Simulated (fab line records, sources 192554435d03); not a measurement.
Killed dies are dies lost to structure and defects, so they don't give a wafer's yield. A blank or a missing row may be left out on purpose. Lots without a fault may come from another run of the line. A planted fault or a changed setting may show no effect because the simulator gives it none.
One fault seen from 2 desks | flow n5_finfet | each desk has only its own numbers; what lay behind them comes last

THE TOOL OWNER'S DESK: rie_metal-01
The tool's own readings at N5_GATE_CUT_CUT_ETCH_53 (etches W in SF6/Cl2, target depth 79.2 nm): means of the sampled wafers that have a number, for each lot that ran on this tool. A lot is out of limits, marked OUT, if its mean lies more than 4 standard deviations from the usual mean; the brackets give that distance.
Columns: A = bias_w at N5_GATE_CUT_CUT_ETCH_53, usual 80.01 W; B = drypump_motor_current_A at N5_GATE_CUT_CUT_ETCH_53, usual 5.8 A; C = etch_rf_on_time_s at N5_GATE_CUT_CUT_ETCH_53, usual 26.8 s; D = oes_product_au at N5_GATE_CUT_CUT_ETCH_53, usual 0.71 a.u.; E = rf_fwd_power_W at N5_GATE_CUT_CUT_ETCH_53, usual 877.9 W; F = throttle_valve_pct at N5_GATE_CUT_CUT_ETCH_53, usual 28.67 %
lot  | first seen here | A     | B   | C               | D    | E                | F
L360 | day 4 14:44     | 80.35 | 5.7 | 26.7            | 0.59 | 875.0            | 28.70
L368 | day 6 16:19     | 80.14 | 5.8 | 26.5            | 0.63 | 877.6            | 28.76
L372 | day 7 11:53     | 79.96 | 5.9 | 21.7 (-7.1) OUT | 0.77 | 1090.7 (+71) OUT | 28.84
L374 | day 7 23:22     | 80.00 | 5.9 | 21.9 (-6.9) OUT | 0.76 | 1093.4 (+72) OUT | 28.83
This desk's finding: out of limits on L372, L374; first on L372, day 7 11:53 (etch_rf_on_time_s at N5_GATE_CUT_CUT_ETCH_53). In limits: L360, L368.

THE METROLOGY DESK
What the gauges read, lot by lot, whatever tool the lot ran on: means of the sampled wafers that have a number. A lot is out of limits, marked OUT, if its mean lies more than 4 standard deviations from the usual mean; the brackets give that distance. Of its 10 readings 7 are shown: those that lie furthest out on some lot.
Columns: A = DIBL_N at N5_BEOL_M4_RC_MEAS_101, usual 36.8 mV/V; B = DIBL_P at N5_BEOL_M4_RC_MEAS_101, usual 37.0 mV/V; C = IOFF_P at N5_BEOL_M4_RC_MEAS_101, usual 0.23 nA/um; D = ION_P at N5_BEOL_M4_RC_MEAS_101, usual 466 uA/um; E = SS_N at N5_BEOL_M4_RC_MEAS_101, usual 71.7 mV/dec; F = SS_P at N5_BEOL_M4_RC_MEAS_101, usual 73.5 mV/dec; G = VT_P at N5_BEOL_M4_RC_MEAS_101, usual -249 mV
lot  | first seen here | A    | B    | C    | D   | E    | F    | G
L360 | day 8 09:23     | 35.4 | 36.4 | 0.21 | 464 | 71.3 | 73.7 | -251
L361 | day 8 09:34     | 37.2 | 36.4 | 0.20 | 458 | 71.1 | 73.5 | -253
L368 | day 10 08:27    | 36.1 | 38.8 | 0.24 | 465 | 71.2 | 73.5 | -251
L372 | day 10 22:02    | 35.6 | 33.5 | 0.20 | 468 | 71.0 | 72.3 | -250
L374 | day 11 14:02    | 36.5 | 36.5 | 0.21 | 464 | 71.8 | 73.6 | -250
L376 | day 11 15:13    | 37.0 | 34.9 | 0.17 | 452 | 71.8 | 73.0 | -254
L377 | day 11 20:49    | 39.1 | 36.4 | 0.26 | 471 | 72.0 | 73.6 | -246
L380 | day 13 05:25    | 38.0 | 39.5 | 0.28 | 473 | 72.2 | 74.4 | -244
L382 | day 13 10:34    | 35.4 | 36.9 | 0.21 | 465 | 71.2 | 73.3 | -252
This desk's finding: nothing out of limits on any of the 9 lots.

PUT TOGETHER
The tool owner's desk could have raised an alarm at day 7 11:53, on L372, L374.
The metrology desk saw nothing out of limits.
The metrology desk has L372, L374 on record, within its limits.
Of the lots named, all ran N5_GATE_CUT_CUT_ETCH_53 on rie_metal-01.

WHAT THE SIMULATOR HAD PUT IN
Process parameter drift: rie_metal-01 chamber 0, from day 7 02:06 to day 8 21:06, at N5_GATE_CUT_CUT_ETCH_53. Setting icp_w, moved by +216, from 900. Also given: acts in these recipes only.
Lots struck among those shown: L372, L374.
Hours from the fault's start to each desk's first reading out of limits: the tool owner's desk, 10.
